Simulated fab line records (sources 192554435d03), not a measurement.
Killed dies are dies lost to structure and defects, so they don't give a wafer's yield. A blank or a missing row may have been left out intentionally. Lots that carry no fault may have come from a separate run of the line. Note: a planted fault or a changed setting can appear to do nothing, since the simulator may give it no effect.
fab line records | flow n5-finfet
record: lots: 9 wafers: 27 last-day: 17
route steps=1938 shown BEOL_M3@932 BEOL_M4@1111 PASSIVATION@1936
lots untouched by any fault: they come from a run of this same line in which no faults occurred
start-h: hours from the record's opening day to when the first of the lot's shown wafers began | wait-h: time in hours since the lot's previous step | " identical to the entry in the row above | L1.1+2: a single row standing in for several wafers | - either no value or no given start | * or withheld: withheld | < > ~ a bound
route shown NAME@n: names a module that has steps shown in the file, with the first one's number in the route | usual: mean/standard deviation taken from wafers without a fault | same: alike in all rows | chamber/n: place in a boat | sites: readings site by site | _std_site: standard deviation of those values | _edge_site: the outer-site mean with the inner-site mean subtracted | radius-mm: for every site, how far away it sits from the centre of the wafer | mask NAME#n: copy n | behind: the tool/chamber that last shaped the wafer | hold: the reason the lot was held/the length of the hold in hours/how it ended | device: whichever transistor did not switch (one of n, p or np) | end of line: tests run on the same wafers once the route is complete | a step without rows: its recipe alone | killed: at the first sort, the dies lost to defects and structure; wafer yield is something else | map: dies across one wafer; x = killed, . = not, _ = none there
set.NAME: the setting as run; set.NAME@STEP: as run at that earlier step | model.NAME: the simulator's own value behind a step, which no gauge read
route steps across a sampled set of lots; one table per step, one row per wafer
services: a tool's chamber out of use, with start hour (start-h, from the record's first day; less than 0 if before it), hours out, and reason
== steps ==
step: N5_BEOL_M3_THK_MEAS_01
recipe: reads: SiOC_of_BEOL_M3_ILD_DEP_00
usual: M3_ILD_THK: 79.1/0.98
columns lot.wafer tool chamber start-h wait-h M3_ILD_THK[nm]
L830.2 film-metro-01 - 174.68 0.1 78.6
L830.4 " - " " 79.3
L830.6 " - " " 79.1
L831.1 film-metro-01 - 183.17 0.0 79.5
L831.4 " - " " 79.8
L831.5 " - " " 80.0
L833.1 film-metro-02 - 191.97 0.0 79.5
L833.3 " - " " 79.1
L833.5 " - " " 80.1
L836.1 film-metro-02 - 211.53 0.0 77.3
L836.2 " - " " 78.9
L836.3 " - " " 77.9
L842.1 film-metro-02 - 251.44 0.0 77.0
L842.4 " - " " 78.8
L842.6 " - " " 78.1
L843.3 film-metro-02 - 253.23 0.1 78.9
L843.4 " - " " 79.3
L843.6 " - " " 80.5
L845.1 film-metro-01 - 265.91 0.0 78.9
L845.5 " - " " 80.3
L845.6 " - " " 79.7
L846.2 film-metro-02 - 277.95 0.1 76.9
L846.5 " - " " 78.6
L846.6 " - " " 79.2
L847.1 film-metro-02 - 285.95 0.0 78.0
L847.2 " - " " 78.1
L847.3 " - " " 78.0
step: N5_BEOL_M3_HM_DEP_02
recipe: material: TiN target-thk-a: 200 temp-c: 25 chamber-pressure-pa: 0.49996
usual: throttle-valve-pct: 30.4/0.44
columns lot.wafer tool chamber start-h wait-h throttle-valve-pct
L830.2 pvd-sputter-01 - 176.06 1.3 30.7
L830.4 " - " " 29.2
L830.6 " - " " 30.7
L831.1 pvd-sputter-01 - 184.12 0.9 30.2
L831.4 " - " " 29.4
L831.5 " - " " 29.4
L833.1 pvd-sputter-02 - 192.07 0.0 31.1
L833.3 " - " " 30.3
L833.5 " - " " 30.3
L836.1 pvd-sputter-01 - 212.69 1.1 29.6
L836.2 " - " " 30.4
L836.3 " - " " 30.6
L842.1 pvd-sputter-02 - 252.58 1.1 31.1
L842.4 " - " " 30.4
L842.6 " - " " 30.7
L843.3 pvd-sputter-03 - 255.72 2.4 29.7
L843.4 " - " " 30.5
L843.6 " - " " 30.2
L845.1 pvd-sputter-03 - 267.50 1.5 29.7
L845.5 " - " " 30.3
L845.6 " - " " 30.6
L846.2 pvd-sputter-01 - 278.73 0.7 30.9
L846.5 " - " " 30.4
L846.6 " - " " 30.8
L847.1 pvd-sputter-03 - 286.04 0.0 30.1
L847.2 " - " " 30.7
L847.3 " - " " 29.9
step: N5_BEOL_M3_INSPECT_13
recipe: mode: adi inspect-instrument: brightfield
usual: raw-defect-count: 429/88
columns lot.wafer tool chamber start-h wait-h raw-defect-count
L830.2 defect-inspect-02 - 176.67 0.0 485
L830.4 " - " " 357
L830.6 " - " " 331
L831.1 defect-inspect-02 - 184.73 0.1 1325
L831.4 " - " " 1519
L831.5 " - " " 1465
L833.1 defect-inspect-02 - 192.55 0.1 259
L833.3 " - " " 365
L833.5 " - " " 383
L836.1 defect-inspect-01 - 213.29 0.1 1327
L836.2 " - " " 1416
L836.3 " - " " 1440
L842.1 defect-inspect-02 - 253.06 0.1 443
L842.4 " - " " 503
L842.6 " - " " 515
L843.3 defect-inspect-01 - 256.22 0.0 303
L843.4 " - " " 243
L843.6 " - " " 354
L845.1 defect-inspect-02 - 267.98 0.1 328
L845.5 " - " " 365
L845.6 " - " " 378
L846.2 defect-inspect-02 - 279.34 0.0 444
L846.5 " - " " 346
L846.6 " - " " 557
L847.1 defect-inspect-01 - 286.52 0.1 395
L847.2 " - " " 458
L847.3 " - " " 384
step: N5_BEOL_M3_DESCUM_16
recipe: chemistry: O2 time-s: 7 source-power-w: 50 bias-power-w: 20 pressure-mtorr: 20 rf-frequency-hz: 2.712e+07 temp-c: 40 resist: CAR-EUV o2-flow-sccm: 225
usual: drypump-motor-current-A: 5.8/0.34 oes-product-au: 0.79/0.089 rf-vpp-V: 243.2/1.1 showerhead-plenum-p-Torr: 2.10/0.054 throttle-valve-pct: 20.46/0.26
columns lot.wafer tool chamber start-h wait-h drypump-motor-current-A oes-product-au rf-hours-counter-h rf-vpp-V showerhead-plenum-p-Torr throttle-valve-pct
L830.2 rie-diel-04 1 176.70 0.0 5.6 0.68 216 243.8 2.16 20.49
L830.4 " 1 " " 5.5 0.69 - 244.7 2.16 20.48
L830.6 " 2 " " 5.7 0.82 - 240.7 2.02 20.38
L831.1 rie-diel-04 3 184.76 0.0 5.5 0.79 117 243.2 2.10 20.38
L831.4 " 1 " " 5.5 0.69 - 243.6 2.16 20.48
L831.5 " 3 " " 5.4 0.79 - 243.1 2.10 20.38
L833.1 rie-diel-03 3 192.58 0.0 6.3 0.76 159 246.4 2.18 20.37
L833.3 " 0 " " 5.6 0.89 51 242.8 2.03 19.83
L833.5 " 2 " " 6.3 0.92 - 243.1 2.06 20.23
L836.1 rie-diel-04 2 213.34 0.0 5.6 0.81 112 242.0 2.02 20.40
L836.2 " 0 " " 6.3 0.95 8 242.6 2.06 20.54
L836.3 " 1 " " 5.6 0.68 229 243.8 2.15 20.50
L842.1 rie-diel-04 1 253.13 0.1 5.5 0.66 242 243.9 2.15 20.54
L842.4 " 3 " " 5.5 0.77 134 242.7 2.10 20.43
L842.6 " 1 " " 5.6 0.66 - 243.9 2.15 20.54
L843.3 rie-diel-06 1 256.26 0.0 5.9 0.68 239 243.8 2.07 20.99
L843.4 " 1 " " 5.9 0.68 - 242.9 2.07 20.99
L843.6 " 2 " " 5.2 0.81 - 243.5 2.11 20.65
L845.1 rie-diel-04 1 268.01 0.0 5.6 0.65 247 245.5 2.15 20.52
L845.5 " 1 " " 5.6 0.65 - 243.0 2.15 20.53
L845.6 " 0 " " 6.3 0.89 - 242.6 2.05 20.56
L846.2 rie-diel-06 2 279.37 0.0 5.2 0.79 108 242.4 2.10 20.66
L846.5 " 3 " " 5.8 0.86 - 243.7 2.13 20.02
L846.6 " 2 " " 5.2 0.79 - 243.2 2.11 20.68
L847.1 rie-diel-04 1 286.55 0.0 5.6 0.65 253 242.2 2.14 20.55
L847.2 " 3 " " 5.4 0.76 145 242.7 2.09 20.42
L847.3 " 2 " " 5.6 0.78 136 243.1 2.01 20.42
step: N5_BEOL_M3_ETCH_74
recipe: chemistry: N2/H2 target: underlayer target-depth-a: 65 mask-material: CAR-EUV time-s: 5.2 ion-energy-ev: 200 pressure-mtorr: 30 source-w: 840 bias-w: 150 n2-flow-sccm: 200 h2-flow-sccm: 200 ends: cleared
usual: drypump-motor-current-A: 5.8/0.35 etch-rf-on-time-s: 5.18/0.06 oes-product-au: 0.68/0.074 rf-vpp-V: 524.1/2.2 showerhead-plenum-p-Torr: 2.55/0.064 throttle-valve-pct: 17.91/0.27
columns lot.wafer tool chamber start-h wait-h drypump-motor-current-A etch-rf-on-time-s oes-product-au rf-hours-counter-h rf-vpp-V showerhead-plenum-p-Torr throttle-valve-pct
L830.2 rie-diel-04 1 176.74 0.0 5.6 5.24 0.59 216 527.4 2.62 17.99
L830.4 " 1 " " 5.6 5.24 0.59 - 526.8 2.62 18.03
L830.6 " 2 " " 5.6 5.23 0.70 - 520.5 2.46 17.95
L831.1 rie-diel-04 3 184.80 0.0 5.4 5.18 0.68 117 525.6 2.55 17.79
L831.4 " 1 " " 5.5 5.19 0.58 - 526.2 2.62 18.00
L831.5 " 3 " " 5.4 5.17 0.68 - 522.5 2.55 17.78
L833.1 rie-diel-03 3 192.62 0.0 6.3 5.26 0.64 159 525.1 2.64 17.72
L833.3 " 0 " " 5.6 5.16 0.75 51 525.4 2.48 17.30
L833.5 " 2 " " 6.3 5.14 0.79 - 522.5 2.48 17.63
L836.1 rie-diel-04 2 213.37 0.0 5.7 5.19 0.68 112 521.0 2.46 18.00
L836.2 " 0 " " 6.3 5.22 0.79 8 523.0 2.50 17.98
L836.3 " 1 " " 5.5 5.22 0.58 229 526.2 2.62 18.02
L842.1 rie-diel-04 1 253.16 0.0 5.6 5.30 0.57 242 527.5 2.61 18.06
L842.4 " 3 " " 5.5 5.18 0.66 134 521.3 2.55 17.84
L842.6 " 1 " " 5.6 5.27 0.57 - 526.6 2.61 18.06
L843.3 rie-diel-06 1 256.29 0.0 5.9 5.28 0.59 239 525.2 2.50 18.40
L843.4 " 1 " " 5.9 5.29 0.59 - 522.9 2.50 18.42
L843.6 " 2 " " 5.2 5.15 0.69 - 524.9 2.56 18.11
L845.1 rie-diel-04 1 268.05 0.0 5.6 5.24 0.57 247 526.5 2.61 18.07
L845.5 " 1 " " 5.6 5.28 0.57 - 525.4 2.61 18.06
L845.6 " 0 " " 6.3 5.24 0.74 - 523.0 2.49 17.98
L846.2 rie-diel-06 2 279.41 0.0 5.2 5.16 0.68 108 527.4 2.56 18.10
L846.5 " 3 " " 5.8 5.16 0.73 - 526.2 2.59 17.49
L846.6 " 2 " " 5.2 5.21 0.69 - 524.7 2.56 18.11
L847.1 rie-diel-04 1 286.59 0.0 5.6 5.28 0.56 253 525.2 2.61 18.07
L847.2 " 3 " " 5.4 5.22 0.65 145 523.3 2.54 17.82
L847.3 " 2 " " 5.6 5.22 0.67 136 518.9 2.45 18.02
step: N5_BEOL_M4_RC_MEAS_101
usual: DIBL_N: 36.5/1.4 DIBL_P: 36.5/1.6 IOFF_N: 0.163/0.022 IOFF_P: 0.219/0.029 ION_N: 675/8.3 ION_P: 464/6.2 SS_N: 71.5/0.52 SS_P: 73.4/0.57 VT_N: 249.7/2.6 VT_P: -250/3
columns lot.wafer tool chamber start-h wait-h DIBL_N[mV/V] DIBL_P[mV/V] IOFF_N[nA/um] IOFF_P[nA/um] ION_N[uA/um] ION_P[uA/um] SS_N[mV/dec] SS_P[mV/dec] VT_N[mV] VT_P[mV]
L830.2 prober-02 0 201.75 0.2 35.2 34.1 0.142 0.178 667 462 71.2 73.3 253.4 -255
L830.4 " 0 " " 37.9 36.5 0.191 0.215 691 463 72.1 73.6 248.8 -253
L830.6 " 0 " " 36.1 35.4 0.153 0.193 671 459 71.2 73.2 251.1 -253
L831.1 prober-02 0 208.24 0.0 33.4 33.0 0.120 0.162 675 459 71.2 72.3 252.0 -251
L831.4 " 0 " " 35.9 36.4 0.169 0.212 688 473 72.3 73.6 247.8 -249
L831.5 " 0 " " 33.5 33.4 0.123 0.164 666 457 71.3 72.5 251.7 -254
L833.1 prober-01 0 214.70 0.0 33.8 32.7 0.120 0.196 666 468 71.6 72.4 251.9 -247
L833.3 " 0 " " 36.2 35.5 0.155 0.244 671 464 71.3 73.1 249.2 -247
L833.5 " 0 " " 35.3 34.8 0.140 0.230 676 472 71.5 72.8 250.8 -248
L836.1 prober-02 0 231.98 0.0 35.2 36.0 0.148 0.232 675 468 70.5 72.0 250.1 -248
L836.2 " 0 " " 36.1 36.6 0.172 0.246 668 468 71.4 72.3 247.9 -247
L836.3 " 0 " " 38.4 39.9 0.212 0.302 682 472 71.5 73.9 244.5 -244
L842.1 prober-02 0 271.91 0.0 37.0 38.0 0.185 0.256 686 470 71.1 73.8 248.4 -249
L842.4 " 0 " " 37.5 37.7 0.187 0.247 677 460 72.3 73.7 250.2 -247
L842.6 " 0 " " 37.3 37.9 0.180 0.249 680 467 71.8 73.4 248.8 -246
L843.3 prober-01 0 283.00 0.3 37.9 38.8 0.177 0.227 684 464 71.6 73.8 247.7 -250
L843.4 " 0 " " 38.4 39.5 0.187 0.243 682 465 71.8 74.3 247.3 -249
L843.6 " 0 " " 39.1 39.8 0.197 0.247 685 468 71.8 74.1 247.4 -246
L845.1 prober-02 0 290.68 0.0 38.5 38.0 0.175 0.240 681 464 71.3 74.3 250.5 -247
L845.5 " 0 " " 38.7 37.9 0.184 0.244 666 460 71.4 74.3 248.6 -248
L845.6 " 0 " " 38.1 37.6 0.174 0.248 685 471 71.4 74.0 247.6 -247
L846.2 prober-01 0 298.36 0.2 35.9 37.2 0.158 0.203 675 467 71.4 73.2 251.6 -253
L846.5 " 0 " " 34.6 35.2 0.136 0.166 668 458 70.9 73.3 251.9 -258
L846.6 " 0 " " 36.0 37.6 0.166 0.203 682 463 71.8 73.5 249.8 -252
L847.1 prober-02 0 310.36 0.0 35.7 37.9 0.170 0.230 681 472 72.5 73.4 250.1 -248
L847.2 " 0 " " 33.3 34.6 0.127 0.184 675 467 71.0 72.6 252.1 -251
L847.3 " 0 " " 35.0 36.6 0.151 0.217 675 465 71.1 73.3 250.0 -249
step: N5_PASSIVATION_PROBE_49
usual: defect-limited-yield: 91.2/1.6 killed_at_M0_to_M3: 33/11 killed_at_M4_up: 15/6.2 killed-at-contacts: 15/7.1 killed-at-front-end: 38/12 killed-at-other: 4/3.5 killed-dies: 104/19 killed-open: 69/14 killed-short: 34/8.5 sort_bin_5_function: 5.2/0.99 sort_bin_6_memory: 3.3/0.77 sort-n-pass: 1076/19 sort-yield-pct: 91.2/1.6
same: gross-dies: 1180 killed-at-back-side: 0 sort_bin_4_leakage[%]: 0 sort_bin_8_speed[%]: 0
columns lot.wafer tool chamber start-h wait-h defect-limited-yield[%] killed_at_M0_to_M3 killed_at_M4_up killed-at-contacts killed-at-front-end killed-at-other killed-dies killed-open killed-short sort_bin_5_function[%] sort_bin_6_memory[%] sort-n-pass sort-yield-pct[%]
L831.1 prober-02 - 309.11 0.0 82.5 162 23 6 16 0 207 61 28 9.8 3.8 973 82.5
L831.4 prober-02 - 309.26 0.2 83.9 155 6 4 24 1 190 33 18 9.8 3.0 990 83.9
L831.5 prober-02 - 309.31 0.2 82.8 167 4 0 31 1 203 47 21 10.8 3.4 977 82.8
L836.1 prober-02 - 335.06 0.0 79.5 176 14 15 33 4 242 60 34 12.2 5.0 938 79.5
L836.2 prober-02 - 335.11 0.1 82.8 144 24 8 26 1 203 60 29 10.3 3.7 977 82.8
L836.3 prober-02 - 335.16 0.1 87.6 82 26 8 25 5 146 62 34 7.3 3.6 1034 87.6
killed by level:class
L831.1 BEOL_M3:unspecified=117 BEOL_M0_SAQP:geometric-particle:open=11 BEOL_M1:geometric-particle:open=11 BEOL_M0_SAQP:geometric-particle:short=9 BEOL_M4:geometric-particle:open=5 BEOL_M8:geometric-particle:open=5 FIN_SAQP:geometric-particle:open=4 BEOL_M1:geometric-particle:short=4
L831.4 BEOL_M3:unspecified=139 GATE_CUT:geometric-particle:short=5 BEOL_M0:geometric-particle:open=4 BEOL_M3:geometric-particle:open=4 FIN_SAQP:geometric-particle:open=3 GATE_CUT:geometric-particle:open=3 MOL_CONTACT_COAG:geometric-particle:open=3 BEOL_M0_SAQP:geometric-particle:open=3
L831.5 BEOL_M3:unspecified=133 BEOL_M3:geometric-particle:open=9 BEOL_M1:geometric-particle:open=7 FIN_SAQP:geometric-particle:open=6 SPACER0:geometric-particle:open=5 BEOL_M2:geometric-particle:open=5 SPACER0:geometric-particle:short=4 GATE_CUT:geometric-particle:short=4
L836.1 BEOL_M3:unspecified=148 FIN_SAQP:geometric-particle:open=9 MOL_CONTACT_COAG:geometric-particle:open=9 BEOL_M1:geometric-particle:open=7 BEOL_M2:geometric-particle:open=7 STI_FIN_REVEAL:geometric-particle:open=6 MOL_CONTACT_COAG:geometric-particle:short=6 BEOL_M0_SAQP:geometric-particle:open=4
L836.2 BEOL_M3:unspecified=112 BEOL_M4:geometric-particle:open=15 BEOL_M2:geometric-particle:open=10 STI_FIN_REVEAL:geometric-particle:open=7 MOL_CONTACT_COAG:geometric-particle:open=6 BEOL_M1:geometric-particle:open=5 BEOL_M3:geometric-particle:open=4 BEOL_M4:geometric-particle:short=4
L836.3 BEOL_M3:unspecified=48 BEOL_M4:geometric-particle:open=18 BEOL_M0_SAQP:geometric-particle:short=12 STI_FIN_REVEAL:geometric-particle:open=10 BEOL_M0_SAQP:geometric-particle:open=7 BEOL_M1:geometric-particle:open=6 MOL_CONTACT_COAG:geometric-particle:open=6 BEOL_M1:geometric-particle:short=3
== services ==
columns tool chamber start-h hours kind
rie-diel-04 - 163.06 1.1 repair
rie-diel-04 0 170.61 - clean
rie-diel-04 0 170.61 - consumable-replace:focus-ring
rie-diel-04 0 170.61 19.5 scheduled-down
rie-diel-04 0 170.61 19.5 vent-cycle
rie-diel-04 3 206.29 13.1 repair
rie-diel-06 0 255.87 - clean
rie-diel-06 0 255.87 - consumable-replace:focus-ring
rie-diel-06 0 255.87 11.8 scheduled-down
rie-diel-06 0 255.87 11.8 vent-cycle
rie-diel-03 0 268.67 3.8 repair
rie-diel-04 0 271.49 3.0 repair
rie-diel-04 0 283.51 6.1 repair
rie-diel-06 1 286.23 - clean
rie-diel-06 1 286.23 - consumable-replace:focus-ring
rie-diel-06 1 286.23 25.2 scheduled-down
rie-diel-06 1 286.23 25.2 vent-cycle
== key ==
first-sign: step: N5_BEOL_M3_INSPECT_13 reading: raw-defect-count direction: up sigmas: 11 usual: 429 struck: 1415
effect: step: N5_PASSIVATION_PROBE_49 reading: killed_at_M0_to_M3 direction: up sigmas: 11 usual: 33 struck: 148
more-kills-born-at: N5_BEOL_M3_HM_DEP_02@pvd-sputter-01: 697
met-at N5_BEOL_M3_HM_DEP_02
struck-lots L831,L836
not-acting-at N5_BEOL_M3_THK_MEAS_01,N5_BEOL_M3_DESCUM_16,N5_BEOL_M3_ETCH_74
onset-between 176.06 184.12
fault: kind: chamber-particle-source tool: pvd-sputter-01 chamber: - onset-h: 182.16 steps: N5_BEOL_M3_HM_DEP_02 rate-per-visit-cm2: 1.4654 end-h: 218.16
